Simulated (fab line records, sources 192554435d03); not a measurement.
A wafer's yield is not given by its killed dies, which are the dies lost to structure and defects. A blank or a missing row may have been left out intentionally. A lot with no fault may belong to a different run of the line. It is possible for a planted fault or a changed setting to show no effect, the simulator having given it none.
Which tool is to blame? || flow n5_finfet || 27 wafers from 10 lots sampled at 6 of the route's 1938 steps

== WHAT EACH GAUGE READ, for each wafer ==
N5_BEOL_M4_RC_MEAS_101.
{"lot": "L483", "measured": "day 9 18:11", "on": "prober-01", "DIBL_N (mV/V)": "37.5 37.8 35.0"}
{"lot": "L484", "measured": "day 10 12:52", "on": "prober-01", "DIBL_N (mV/V)": "35.6 34.9 35.7"}
{"lot": "L485", "measured": "day 10 03:50", "on": "prober-01", "DIBL_N (mV/V)": "35.0 35.6 36.1"}
{"lot": "L488", "measured": "day 11 17:21", "on": "prober-01", "DIBL_N (mV/V)": "37.0 37.8"}
{"lot": "L489", "measured": "day 13 01:34", "on": "prober-02", "DIBL_N (mV/V)": "36.7 37.7 36.1"}
{"lot": "L491", "measured": "day 13 23:12", "on": "prober-02", "DIBL_N (mV/V)": "35.9 35.2"}
{"lot": "L493", "measured": "day 14 12:06", "on": "prober-01", "DIBL_N (mV/V)": "37.2 38.5"}
{"lot": "L497", "measured": "day 17 07:19", "on": "prober-01", "DIBL_N (mV/V)": "35.9 34.9 35.3"}
{"lot": "L504", "measured": "day 17 17:07", "on": "prober-01", "DIBL_N (mV/V)": "35.6 36.3 36.0"}
{"lot": "L505", "measured": "day 16 04:41", "on": "prober-02", "DIBL_N (mV/V)": "37.2 38.7 37.2"}

== EACH LOT AND THE TOOL THAT RAN IT (in order: tool; ch and the chambers of the sampled wafers; start) ==
{"lot": "L483", "N5_BEOL_M1_PECVD_72": "pecvd-01 ch 0,1, day 6 10:53", "N5_BEOL_M1_SPUTTER_88": "pvd_sputter-03, day 6 18:09", "N5_BEOL_M1_ANNEAL_89": "pvd_sputter-03, day 6 18:14", "N5_BEOL_M1_CMP_52": "cmp-02 ch 1,3, day 6 19:40", "N5_BEOL_M1_DEP_57": "pecvd-03 ch 0,2, day 6 20:10"}
{"lot": "L484", "N5_BEOL_M1_PECVD_72": "pecvd-03 ch 0,1,2, day 6 15:26", "N5_BEOL_M1_SPUTTER_88": "pvd_sputter-03, day 7 13:34", "N5_BEOL_M1_ANNEAL_89": "pvd_sputter-03, day 7 13:38", "N5_BEOL_M1_CMP_52": "cmp-04 ch 0,3, day 7 14:58", "N5_BEOL_M1_DEP_57": "pecvd-03 ch 0,1,2, day 7 15:26"}
{"lot": "L485", "N5_BEOL_M1_PECVD_72": "pecvd-01 ch 0,1,2, day 6 15:39", "N5_BEOL_M1_SPUTTER_88": "pvd_sputter-03, day 7 16:34", "N5_BEOL_M1_ANNEAL_89": "pvd_sputter-03, day 7 16:38", "N5_BEOL_M1_CMP_52": "cmp-01 ch 0,1,3, day 7 18:01", "N5_BEOL_M1_DEP_57": "pecvd-03 ch 0,1,2, day 7 18:25"}
{"lot": "L488", "N5_BEOL_M1_PECVD_72": "pecvd-03 ch 0,1, day 7 12:47", "N5_BEOL_M1_SPUTTER_88": "pvd_sputter-01, day 8 12:25", "N5_BEOL_M1_ANNEAL_89": "pvd_sputter-01, day 8 12:30", "N5_BEOL_M1_CMP_52": "cmp-04 ch 2,3, day 8 13:55", "N5_BEOL_M1_DEP_57": "pecvd-03 ch 0,1, day 8 14:18"}
{"lot": "L489", "N5_BEOL_M1_PECVD_72": "pecvd-01 ch 0,1, day 7 17:15", "N5_BEOL_M1_SPUTTER_88": "pvd_sputter-03, day 8 14:32", "N5_BEOL_M1_ANNEAL_89": "pvd_sputter-03, day 8 14:37", "N5_BEOL_M1_CMP_52": "cmp-01 ch 0,2,3, day 8 15:56", "N5_BEOL_M1_DEP_57": "pecvd-03 ch 0,1, day 8 16:23"}
{"lot": "L491", "N5_BEOL_M1_PECVD_72": "pecvd-03 ch 1,2, day 8 11:35", "N5_BEOL_M1_SPUTTER_88": "pvd_sputter-03, day 9 02:16", "N5_BEOL_M1_ANNEAL_89": "pvd_sputter-03, day 9 02:20", "N5_BEOL_M1_CMP_52": "cmp-01 ch 2,3, day 9 03:44", "N5_BEOL_M1_DEP_57": "pecvd-03 ch 0, day 9 04:11"}
{"lot": "L493", "N5_BEOL_M1_PECVD_72": "pecvd-03 ch 0,1, day 8 18:58", "N5_BEOL_M1_SPUTTER_88": "pvd_sputter-03, day 9 06:16", "N5_BEOL_M1_ANNEAL_89": "pvd_sputter-03, day 9 06:20", "N5_BEOL_M1_CMP_52": "cmp-04 ch 2,3, day 9 07:43", "N5_BEOL_M1_DEP_57": "pecvd-02 ch 1,2, day 9 08:11"}
{"lot": "L497", "N5_BEOL_M1_PECVD_72": "pecvd-02 ch 0,1,2, day 10 00:17", "N5_BEOL_M1_SPUTTER_88": "pvd_sputter-02, day 10 17:23", "N5_BEOL_M1_ANNEAL_89": "pvd_sputter-02, day 10 17:28", "N5_BEOL_M1_CMP_52": "cmp-01 ch 0,1,2, day 10 18:53", "N5_BEOL_M1_DEP_57": "pecvd-02 ch 0,1,2, day 10 19:22"}
{"lot": "L504", "N5_BEOL_M1_PECVD_72": "pecvd-03 ch 0,1,2, day 11 14:38", "N5_BEOL_M1_SPUTTER_88": "pvd_sputter-02, day 12 06:06", "N5_BEOL_M1_ANNEAL_89": "pvd_sputter-02, day 12 06:11", "N5_BEOL_M1_CMP_52": "cmp-01 ch 1,2,3, day 12 07:31", "N5_BEOL_M1_DEP_57": "pecvd-01 ch 0,1,2, day 12 07:58"}
{"lot": "L505", "N5_BEOL_M1_PECVD_72": "pecvd-03 ch 0,2, day 11 20:00", "N5_BEOL_M1_SPUTTER_88": "pvd_sputter-01, day 13 10:37", "N5_BEOL_M1_ANNEAL_89": "pvd_sputter-01, day 13 10:42", "N5_BEOL_M1_CMP_52": "cmp-04 ch 2,3, day 13 12:02", "N5_BEOL_M1_DEP_57": "pecvd-01 ch 1,2, day 13 12:29"}
- N5_BEOL_M1_PECVD_72: deposits SiO2 from TEOS/O2, target thk 16 nm, time 18 s.
- N5_BEOL_M1_SPUTTER_88: material Cu, target thk 4.5 nm, time 8.29 s.
- N5_BEOL_M1_ANNEAL_89: time 240 s.
- N5_BEOL_M1_CMP_52: polishes, stops on SiOC, t overpolish 6.8 s, target thk 40 nm.
- N5_BEOL_M1_DEP_57: deposits SiCN from 3MS/NH3, target thk 8 nm, time 14 s.

== THE ANSWER, worked out from the rows above alone ==
Rule: what is usual is taken from the lots themselves. Put in order of their means at a reading, lots are off if they are a third of the lots or fewer, leave a main group of 4 or more, and stand apart from it by a gap of 3 or more times the standard deviation of the main group's means; of several such gaps the widest counts. A main group whose means are all the same, to the digits that the tables above print for the reading, isn't used. Also off: a lot with no number at a reading for which 4 or more lots have one. The other lots that the step has rows for count as sound.
Across all readings shown, no lot is off: no conclusion can be drawn from this.

== WHAT WAS PUT IN BY THE SIMULATOR ==
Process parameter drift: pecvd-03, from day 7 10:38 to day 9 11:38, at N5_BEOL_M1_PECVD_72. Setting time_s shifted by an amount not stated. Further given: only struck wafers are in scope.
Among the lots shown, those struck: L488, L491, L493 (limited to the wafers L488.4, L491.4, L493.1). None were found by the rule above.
